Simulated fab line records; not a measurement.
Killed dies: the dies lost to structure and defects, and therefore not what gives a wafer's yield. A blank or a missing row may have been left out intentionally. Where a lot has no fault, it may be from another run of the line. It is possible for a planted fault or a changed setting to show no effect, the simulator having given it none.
A lot that was struck, set against a sound lot | flow n5 finfet | 37 steps out of a route of 1938
Sound: wafers L782.1, L782.5, L782.6. Wafers L790.3, L790.4, L790.5 were the ones struck. The cause is given at the end.
At each step with rows: each side's tool, then ch and its chambers, then its first start. Under that, the readings that differ: sound wafers | struck wafers | difference of the means | sigmas: that difference in standard deviations of wafers without a fault.
alike: readings with means less than 2 such deviations apart, plus words and numbers identical on both sides. not compared: withheld readings, readings lacking a value on some wafer, bounds such as >300 that could conceal the same value, and numbers that have no deviation in the record and whose values overlap.
A row with sigmas, a row that says differs or no value, or rows on one side alone: a step with any of these is where the two part. Numbers that don't overlap but have no deviation are shown without sigmas and don't part them. A reading missing from all wafers of one side parts the sides only when that side holds two or more wafers.

first, 9 steps without rows for these wafers: N5_WELL_APT_HMDS_18 (time 60 s); N5_WELL_APT_COAT_19 (resist thk 950 nm); N5_WELL_APT_EBR_21; N5_WELL_APT_SOFTBAKE_20 (time 60 s); N5_WELL_APT_EXPOSE_22 (exposes mask PWELL, defocus 0 nm, target cd 200 nm); N5_WELL_APT_PEB_23 (peb time 90 s); N5_WELL_APT_DEVELOP_24 (develop time 45 s); N5_WELL_APT_HARDBAKE_29 (time 120 s); N5_WELL_APT_DESCUM_30 (chemistry O2, time 7.9 s).
N5_WELL_APT_IMPLANT_31:
  sound on implanter-01 ch 0, day 2 15:08; struck on implanter-01 ch 0, day 4 15:26
  reading            | sound                            | struck                           | difference  | sigmas
  dose ions cm2      | 1.5007e+13 1.5033e+13 1.5015e+13 | 1.9881e+13 1.9894e+13 1.9899e+13 | +4.8730e+12 | +99 or more
  faraday current uA | 190 194 185                      | 248 250 242                      | +57         | +15
then, 25 steps without rows for these wafers: N5_WELL_APT_IMPLANT_32; N5_WELL_APT_STRIP_33 (strips in SPM, time 900 s); N5_WELL_APT_RTA_34 (time 10 s); N5_WELL_APT_OXIDE_STRIP_42 (strips SiO2 in dHF, time 45 s, target depth 12 nm); N5_WELL_APT_PRECLEAN_36 (cleans in O3/DIW, time 45 s); N5_WELL_APT_PRECLEAN_39 (cleans in dHF, time 60 s); N5_WELL_APT_SRD_37 (time 30 s); N5_WELL_APT_EPI_41 (deposits Si from SiH4/H2, target thk 50 nm, time 297.7 s); N5_PMOS_HMC_CHANNEL_EPI_HM_DEP_34 (deposits SiO2 from TEOS/O2, target thk 36 nm, time 6.9 s); N5_PMOS_HMC_CHANNEL_EPI_COAT_31 (time 60 s, resist thk 66 nm); N5_PMOS_HMC_CHANNEL_EPI_COAT_03 (resist thk 205 nm); N5_PMOS_HMC_CHANNEL_EPI_EBR_05; N5_PMOS_HMC_CHANNEL_EPI_SOFTBAKE_04 (time 60 s); N5_PMOS_HMC_CHANNEL_EPI_EXPOSE_06 (exposes mask PMOS HMC BLK, target cd 240 nm); N5_PMOS_HMC_CHANNEL_EPI_PEB_07 (peb time 60 s); N5_PMOS_HMC_CHANNEL_EPI_DEVELOP_08 (develop time 30 s); N5_PMOS_HMC_CHANNEL_EPI_DESCUM_14 (chemistry O2, time 7.9 s); N5_PMOS_HMC_CHANNEL_EPI_ETCH_32 (etches BARC in N2/H2, stops on SiO2, target depth 85.8 nm, time 50.3 s); N5_PMOS_HMC_CHANNEL_EPI_HM_OPEN_15 (chemistry CHF3/O2, target SiO2, target depth 40.6 nm, time 20.3 s); N5_PMOS_HMC_CHANNEL_EPI_STRIP_33 (strips in N2/H2); N5_PMOS_HMC_CHANNEL_EPI_STRIP_17 (strips in SPM, time 750 s); N5_PMOS_HMC_CHANNEL_EPI_ETCH_38 (etches SiO2 in CF4, target depth 1.5 nm); N5_PMOS_HMC_CHANNEL_EPI_FIN_RECESS_16 (chemistry HBr/Cl2, target Si, target depth 54 nm, time 18 s); N5_PMOS_HMC_CHANNEL_EPI_PRECLEAN_36 (cleans in O3/DIW, time 45 s); N5_PMOS_HMC_CHANNEL_EPI_PRECLEAN_18 (cleans in DHF, time 30 s).
-- a jump in the record: the struck wafers' starts before and after are 7 days apart (it breaks off in module PMOS_HMC_CHANNEL_EPI and resumes in module BEOL_M4, where the first step shown is number 1111 of the route) --
N5_BEOL_M4_RC_MEAS_101:
  sound on prober-01 ch 0, day 9 03:53; struck on prober-01 ch 0, day 11 06:20
  reading           | sound          | struck         | difference | sigmas
  ION_N (uA/um)     | 658 672 646    | 694 668 712    | +33        | +2
  RS_PWELL (ohm/sq) | 3061 3017 2984 | 2521 2519 2529 | -498       | -18
  alike: DIBL_N, DIBL_P, IOFF_N, IOFF_P, ION_P, SS_N, SS_P, VT_N, VT_P
-- a jump in the record: the struck wafers' starts before and after are 5 days apart (it breaks off in module BEOL_M4 and resumes in module PASSIVATION, where the first step shown is number 1936 of the route) --
N5_PASSIVATION_PROBE_49:
  sound on prober-02, day 13 15:30; struck on prober-02, day 15 21:18
  reading         | sound  | struck   | difference | sigmas
  killed_at_M4_up | 7 4 10 | 18 20 21 | +13        | +2
  alike: defect limited yield, killed_at_M0_to_M3, killed at contacts, killed at front end, killed at other, killed dies, killed open, killed short, sort_bin_5_function, sort_bin_6_memory, sort_bin_8_speed, sort n pass, sort yield pct

== WHERE THEY PART ==
First at N5_WELL_APT_IMPLANT_31; last, within this record, at N5_PASSIVATION_PROBE_49.

WHY: what the simulator had put in
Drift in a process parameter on implanter-01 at N5_WELL_APT_IMPLANT_31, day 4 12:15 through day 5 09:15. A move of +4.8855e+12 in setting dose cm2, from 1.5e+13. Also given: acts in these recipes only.
